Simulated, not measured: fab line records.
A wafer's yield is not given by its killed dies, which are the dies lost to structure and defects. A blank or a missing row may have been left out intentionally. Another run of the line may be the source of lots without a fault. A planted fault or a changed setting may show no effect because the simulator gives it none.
Which of the tools did it?    flow nand-harc    11 lots, 33 wafers sampled, at 6 steps of a route of 1302

== WHAT EACH GAUGE READ, for each wafer ==
NHARC_P_GATE_OVL_MEAS_27. Usual: overlay-x-nm 0.3 nm, standard deviation 0.85; overlay-y-nm -0.1 nm, standard deviation 1.
lot   measured      on          overlay-x-nm (nm)  overlay-y-nm (nm)  flag
L495  day 6 21:56   overlay-01  0.1 -0.1 0.1       -1.8 -1.6 -2.0     
L497  day 7 10:12   overlay-01  0.2 -0.1 0.1       -1.0 -0.9 -0.7     
L506  day 11 02:41  overlay-02  1.4 0.6 0.6        1.3 1.8 1.1        
L505  day 11 02:58  overlay-01  1.5 1.2 1.7        0.7 0.2 0.6        
L508  day 12 02:29  overlay-01  -1.1 -2.0 -1.1     -1.1 -1.2 -1.1     
L509  day 12 14:29  overlay-01  1.2 1.5 1.3        0.3 0.2 0.5        
L510  day 12 19:31  overlay-02  -0.4 -0.3 -0.4     0.4 0.9 0.4        
L511  day 13 12:44  overlay-02  0.6 0.0 0.0        -1.3 -0.9 -1.1     
L512  day 13 12:54  overlay-01  0.9 0.8 0.9        0.8 1.3 1.3        
L513  day 14 04:32  overlay-02  0.0 0.1 0.1        0.2 0.5 0.4        
L514  day 14 12:07  overlay-02  1.6 1.2 0.8        -1.8 -1.2 -1.4     

NHARC_P_GATE_CD_MEAS_46: target cd 720 nm. Usual: cd-nm 719.9 nm, standard deviation 1.6.
lot   measured      on         cd-nm (nm)                           flag
L495  day 7 09:46   cd-sem-03  720.8 718.8 720.3                    
L497  day 7 22:05   cd-sem-03  702.9 701.5 701.5 702.9 701.4 701.7  OFF
L506  day 11 14:33  cd-sem-03  718.9 717.6 721.2                    
L505  day 11 17:05  cd-sem-02  719.0 718.9 722.1                    
L508  day 12 14:21  cd-sem-03  715.7 720.0 718.4                    
L509  day 13 02:26  cd-sem-02  718.8 716.9 720.2                    
L510  day 13 07:16  cd-sem-01  718.7 718.7 718.2                    
L511  day 14 00:41  cd-sem-01  719.4 722.2 719.1                    
L512  day 14 00:50  cd-sem-03  719.3 719.4 718.5                    
L513  day 14 16:29  cd-sem-01  717.3 720.1 716.1                    
L514  day 15 00:01  cd-sem-03  720.5 716.3 720.9                    

NHARC_END_SORT_01. Usual: defect-limited-yield 91 %, standard deviation 3.2; killed-at-array 53, standard deviation 21; killed-at-other 0.8, standard deviation 1.1; killed-at-periphery 4.2, standard deviation 2.7; killed-dies 58, standard deviation 22; killed-open 3.4, standard deviation 1.9; killed-short 2.5, standard deviation 1.6; sort_bin_2_pct 3.1 %, standard deviation 1.4; sort_bin_3_pct 0.6 %, standard deviation 0.43; sort_bin_4_pct 4.9 %, standard deviation 1.7; sort-n-pass 619, standard deviation 22; sort-rim-yield-pct 96.9 %, standard deviation 1.8; sort-yield-pct 91 %, standard deviation 3.2.
lot   measured      on         defect-limited-yield (%)  killed-at-array  killed-at-other  killed-at-periphery  killed-dies  killed-open  killed-short  sort_bin_2_pct (%)  sort_bin_3_pct (%)  sort_bin_4_pct (%)  sort-n-pass  sort-rim-yield-pct (%)  sort-yield-pct (%)  flag
L495  day 25 22:41  prober-01  92 92 92                  40 48 44         6 3 4            7 1 4                53 52 52     4 2 6        5 2 0         2.4 3.7 2.2         0.3 0.1 0.1         5.2 3.8 5.3         624 625 625  97.2 97.2 96.2          92 92 92            OFF
L508  day 32 23:23  prober-02  91 90 89                  55 65 69         0 0 0            5 6 4                60 71 73     2 3 2        2 3 2         3.5 3.2 3.7         0.9 0.4 0.9         4.4 6.8 6.2         617 606 604  95.3 95.3 94.3          91 90 89            
L509  day 32 15:40  prober-01  96 94 95                  26 30 29         0 0 0            3 8 5                29 38 34     2 3 2        0 0 3         0.7 1.2 1.2         0 0.4 0.4           3.5 4.0 3.4         648 639 643  99.1 98.1 100.0         96 94 95            
L510  day 32 07:05  prober-01  85 85 84                  92 94 98         0 1 1            12 9 7               104 104 106  0 1 2        1 5 4         6.4 5.2 5.3         0.9 1.5 1.6         8.1 8.7 8.7         573 573 571  95.3 98.1 96.2          85 85 84            
L512  day 33 05:50  prober-02  89 89 88                  71 68 77         0 0 0            1 4 2                72 72 79     0 5 6        2 1 3         4.4 4.3 4.3         0.6 0.9 0.9         5.6 5.5 6.5         605 605 598  99.1 99.1 96.2          89 89 88            
L513  day 33 21:49  prober-01  92 93 91                  50 45 54         2 2 5            5 3 3                57 50 62     4 5 6        3 3 0         3.2 2.4 2.8         0.4 0.3 0.4         4.7 4.7 5.9         620 627 615  96.2 96.2 95.3          92 93 91            

== WHICH TOOL RAN EACH LOT (tool, then ch and the chambers of the sampled wafers, then the start) ==
lot   NHARC_P_GATE_ETCH_104               NHARC_P_GATE_ETCH_114                          NHARC_P_GATE_EXPOSE_43
L495  rie-diel-09 ch 1,2, day 6 22:08     rie-diel-09 ch 0,1,3, day 7 09:37 or earlier   krf-scanner-04 ch 0, day 7 09:37
L497  rie-diel-11 ch 0,1, day 7 10:23     rie-diel-11 ch 0,1,2, day 7 21:56 or earlier   krf-scanner-03 ch 0, day 7 21:56
L506  rie-diel-03 ch 0,1,3, day 11 02:52  rie-diel-03 ch 0,1,3, day 11 14:23 or earlier  krf-scanner-01 ch 0, day 11 14:23
L505  rie-diel-11 ch 2,3, day 11 03:09    rie-diel-11 ch 0,1,2, day 11 16:56 or earlier  krf-scanner-03 ch 0, day 11 16:56
L508  rie-diel-11 ch 0,2,3, day 12 02:40  rie-diel-11 ch 0,2,3, day 12 14:12 or earlier  krf-scanner-01 ch 0, day 12 14:12
L509  rie-diel-11 ch 0,1,3, day 12 14:41  rie-diel-11 ch 0,1, day 13 02:17 or earlier    krf-scanner-03 ch 0, day 13 02:17
L510  rie-diel-11 ch 1,2,3, day 12 19:43  rie-diel-11 ch 1,2,3, day 13 07:06 or earlier  krf-scanner-01 ch 0, day 13 07:06
L511  rie-diel-11 ch 0,1,3, day 13 12:55  rie-diel-11 ch 0,1,3, day 14 00:31 or earlier  krf-scanner-04 ch 0, day 14 00:31
L512  rie-diel-09 ch 1,2, day 13 13:05    rie-diel-09 ch 0,1,3, day 14 00:41 or earlier  krf-scanner-03 ch 0, day 14 00:41
L513  rie-diel-03 ch 0,1,3, day 14 04:43  rie-diel-03 ch 0,2,3, day 14 16:20 or earlier  krf-scanner-01 ch 0, day 14 16:20
L514  rie-diel-11 ch 0,1,2, day 14 12:18  rie-diel-11 ch 0,1,2, day 14 23:52 or earlier  krf-scanner-04 ch 0, day 14 23:52
- NHARC_P_GATE_ETCH_104: etches the open film in CF4/CHF3, target depth 60 nm.
- NHARC_P_GATE_ETCH_114: etches the open film in CF4/O2, target depth 30 nm, overetch 3 nm, time 16.5 s.
- NHARC_P_GATE_EXPOSE_43: exposes mask P NSD, target cd 720 nm.

== WHAT THE TOOLS THEMSELVES READ (means of the sampled wafers that have a number; where no wafer has one, the mark that the record gives instead) ==
NHARC_P_GATE_ETCH_104. Usual: bias-w 199.9 W, standard deviation 0.58; drypump-motor-current-A 5.7 A, standard deviation 0.47; oes-product-au 0.949 a.u., standard deviation 0.022; rf-vpp-V 371.1 V, standard deviation 1.9; showerhead-plenum-p-Torr 1.59 Torr, standard deviation 0.051; throttle-valve-pct 16.804 %, standard deviation 0.0096.
lot   tool         bias-w (W)  drypump-motor-current-A (A)  oes-product-au (a.u.)  rf-vpp-V (V)  showerhead-plenum-p-Torr (Torr)  throttle-valve-pct (%)  flag
L495  rie-diel-09  199.8       5.6                          0.927                  370.6         1.57                             16.803                  
L497  rie-diel-11  200.0       6.1                          0.980                  373.5         1.64                             16.797                  
L506  rie-diel-03  199.7       5.8                          0.917                  370.8         1.55                             16.799                  
L505  rie-diel-11  199.9       5.3                          0.957                  371.1         1.58                             16.796                  
L508  rie-diel-11  200.1       5.5                          0.965                  371.1         1.59                             16.807                  
L509  rie-diel-11  199.9       5.6                          0.969                  370.4         1.60                             16.794                  
L510  rie-diel-11  199.6       5.4                          0.967                  371.2         1.59                             16.805                  
L511  rie-diel-11  199.0       5.6                          0.960                  372.2         1.60                             16.804                  
L512  rie-diel-09  199.7       5.6                          0.922                  370.1         1.57                             16.811                  
L513  rie-diel-03  200.0       5.8                          0.921                  370.2         1.54                             16.804                  
L514  rie-diel-11  200.2       5.9                          0.964                  372.0         1.63                             16.804                  

NHARC_P_GATE_ETCH_114. Usual: bias-w 100.00 W, standard deviation 0.29; drypump-motor-current-A 5.7 A, standard deviation 0.48; oes-product-au 0.997 a.u., standard deviation 0.0081; rf-vpp-V 198.1 V, standard deviation 1.2; showerhead-plenum-p-Torr 1.35 Torr, standard deviation 0.045; throttle-valve-pct 13.396 %, standard deviation 0.0094.
lot   tool         bias-w (W)  drypump-motor-current-A (A)  oes-product-au (a.u.)  rf-vpp-V (V)  showerhead-plenum-p-Torr (Torr)  throttle-valve-pct (%)  flag
L495  rie-diel-09  100.00      5.7                          1.000                  197.8         1.35                             13.393                  
L497  rie-diel-11  100.04      5.9                          1.001                  199.7         1.39                             13.401                  
L506  rie-diel-03  99.96       5.7                          0.996                  197.2         1.31                             13.400                  
L505  rie-diel-11  99.89       5.9                          0.995                  198.3         1.38                             13.399                  
L508  rie-diel-11  100.06      5.5                          0.994                  199.0         1.35                             13.397                  
L509  rie-diel-11  100.05      6.1                          0.994                  199.0         1.39                             13.397                  
L510  rie-diel-11  99.89       5.4                          0.998                  197.8         1.35                             13.396                  
L511  rie-diel-11  99.94       5.6                          0.995                  197.6         1.36                             13.398                  
L512  rie-diel-09  99.89       5.7                          0.998                  198.1         1.35                             13.385                  
L513  rie-diel-03  99.99       5.9                          1.003                  197.4         1.30                             13.394                  
L514  rie-diel-11  99.92       5.9                          0.999                  198.3         1.38                             13.398                  

NHARC_P_GATE_EXPOSE_43. Usual: reticle-temp-C 23.01 C, standard deviation 0.11.
lot   tool            reticle-temp-C (C)  flag
L495  krf-scanner-04  22.93               
L497  krf-scanner-03  23.05               
L506  krf-scanner-01  23.07               
L505  krf-scanner-03  23.11               
L508  krf-scanner-01  23.00               
L509  krf-scanner-03  23.00               
L510  krf-scanner-01  23.04               
L511  krf-scanner-04  23.12               
L512  krf-scanner-03  22.99               
L513  krf-scanner-01  23.16               
L514  krf-scanner-04  22.98               

== THE ANSWER, worked out from the rows above alone ==
Rule: lot off if the mean of its wafers having a number is beyond 3 standard deviations from the usual mean. A lot without any number at a reading at which 4 lots or more have one is off too. Any other lot the step has rows for is counted as sound. Order of review: gauges by route order, followed by the tools' own readings, for which a lot's mean as printed above is used. At the first step where some lot is off, the reading lying furthest off is the one used; lots without a number count as furthest.
Off: L497 (NHARC_P_GATE_CD_MEAS_46, cd-nm).
A tool fits if, at a process step before that reading, it ran every lot that is off, and no sound lot after the first of them. The gauges at NHARC_P_GATE_CD_MEAS_46 are tried like those tools. NHARC_P_GATE_ETCH_114: start missing for some lots; hours and lot order therefore follow NHARC_P_GATE_EXPOSE_43. Of those tried, none fits.

== WHAT HAD BEEN PUT IN BY THE SIMULATOR ==
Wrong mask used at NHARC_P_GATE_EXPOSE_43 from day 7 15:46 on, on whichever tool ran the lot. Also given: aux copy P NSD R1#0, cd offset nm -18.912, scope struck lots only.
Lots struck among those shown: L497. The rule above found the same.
